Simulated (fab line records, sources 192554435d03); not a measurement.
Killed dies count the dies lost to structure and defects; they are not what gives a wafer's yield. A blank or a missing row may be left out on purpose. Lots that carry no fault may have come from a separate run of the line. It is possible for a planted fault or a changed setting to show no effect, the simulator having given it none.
Matching of chambers + flow n5-finfet + N5_BEOL_M9_ILD_DEP_00 on pecvd-03: 3 sister chambers
The step deposits SiCOH lowk from DEMS/porogen, target thk 308.51 nm, time 58 s. 6 wafers are shown with their chamber, then 8 later ones without.

== WAFERS PAIRED WITH THEIR CHAMBERS ==
| wafer  | chamber | throttle-valve-pct (%) | heater-power-w (W) |
|--------|---------|------------------------|--------------------|
| L077.6 | 2       | 12.8                   | 270                |
| L080.6 | 0       | 13.5                   | 268                |
| L082.1 | 1       | 14.3                   | 234                |
| L082.3 | 2       | 13.0                   | 253                |
| L082.4 | 1       | 14.1                   | 244                |
| L083.1 | 0       | 13.4                   | 263                |

== WAFERS WHOSE CHAMBER IS MISSING ==
| wafer  | throttle-valve-pct (%) | heater-power-w (W) |
|--------|------------------------|--------------------|
| L083.2 | 13.9                   | 247                |
| L083.4 | 12.8                   | 260                |
| L086.2 | 12.5                   | 218                |
| L086.4 | 13.1                   | 229                |
| L086.6 | 13.3                   | 243                |
| L095.4 | 13.1                   | 263                |
| L095.5 | 14.2                   | 258                |
| L095.6 | 13.7                   | 253                |

== WHICH CHAMBER EACH ONE RAN IN ==
| wafer  | from the rows above     | in truth |
|--------|-------------------------|----------|
| L083.2 | can't be placed: 1 or 0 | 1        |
| L083.4 | 2                       | 2        |
| L086.2 | 2                       | 2        |
| L086.4 | can't be placed: 2 or 0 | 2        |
| L086.6 | can't be placed: 0 or 2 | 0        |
| L095.4 | can't be placed: 2 or 0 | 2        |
| L095.5 | 1                       | 1        |
| L095.6 | can't be placed: 0 or 1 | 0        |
3 of 8 placed correctly. Can't be placed from these rows: 5 (the true chamber is among the candidates in 5). Number placed wrongly: 0.
How it was worked out, from the rows above alone: a wafer's distance from a chamber is the root of the sum, over the readings, of the square of ((its reading less the chamber's mean) divided by the reading's scatter). The wafer belongs to the nearest chamber; if the next one is less than 2 further off, it can't be placed. The mean given for a chamber averages the wafers shown for that chamber. The scatter is the square root of a quotient: the sum, over the shown wafers, of each reading's squared deviation from its chamber's mean, divided by wafers minus chambers.
